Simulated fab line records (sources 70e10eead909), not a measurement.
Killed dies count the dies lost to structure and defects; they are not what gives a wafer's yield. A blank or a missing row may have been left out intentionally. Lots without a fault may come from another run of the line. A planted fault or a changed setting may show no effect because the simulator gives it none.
Chamber matching + flow nand_harc + NHARC_A_CHANNEL_FILL_D2_ALD_02 on ald_hk-01: 4 sister chambers
The step deposits SiO2, target thk 6 nm, pulse time 10 s, ald cycles 60. 8 wafers are shown with their chamber, then 9 later ones without.

## EACH WAFER AND ITS CHAMBER
| wafer  | chamber | heater_power_w (W) | precursor_pulse_height_rel |
|--------|---------|--------------------|----------------------------|
| L080.5 | 0       | 466                | 0.999                      |
| L082.1 | 3       | 417                | 0.995                      |
| L082.4 | 2       | 441                | 1.010                      |
| L081.2 | 2       | 437                | 1.021                      |
| L081.5 | 1       | 523                | 1.022                      |
| L086.3 | 1       | 526                | 0.985                      |
| L086.5 | 0       | 466                | 1.006                      |
| L086.6 | 3       | 427                | 0.950                      |

## WAFERS MISSING THEIR CHAMBER
| wafer  | heater_power_w (W) | precursor_pulse_height_rel |
|--------|--------------------|----------------------------|
| L095.4 | 443                | 1.006                      |
| L095.5 | 410                | 1.009                      |
| L095.6 | 464                | 1.023                      |
| L094.1 | 520                | 0.987                      |
| L094.3 | 437                | 0.988                      |
| L094.6 | 519                | 1.017                      |
| L094.2 | 455                | 1.004                      |
| L094.4 | 415                | 0.992                      |
| L094.5 | 432                | 1.001                      |

## WHICH CHAMBER EACH WENT THROUGH
| wafer  | from the rows above     | in truth |
|--------|-------------------------|----------|
| L095.4 | 2                       | 2        |
| L095.5 | 3                       | 3        |
| L095.6 | 0                       | 0        |
| L094.1 | 1                       | 1        |
| L094.3 | 2                       | 2        |
| L094.6 | 1                       | 1        |
| L094.2 | can't be placed: 0 or 2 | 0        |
| L094.4 | 3                       | 3        |
| L094.5 | can't be placed: 2 or 3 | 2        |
Correctly placed: 7 of 9. Can't be placed from these rows: 2 (the true chamber is among the candidates in 2). 0 placed wrongly.
How it was worked out, from the rows above alone: a wafer's distance from a chamber is the root of the sum, over the readings, of the square of ((its reading less the chamber's mean) divided by the reading's scatter). The wafer belongs to the nearest chamber; if the next one is less than 2 further off, it can't be placed. For every chamber, the mean is computed from those of its wafers that are shown. The scatter is the square root of a quotient: the sum, over the shown wafers, of each reading's squared deviation from its chamber's mean, divided by wafers minus chambers.
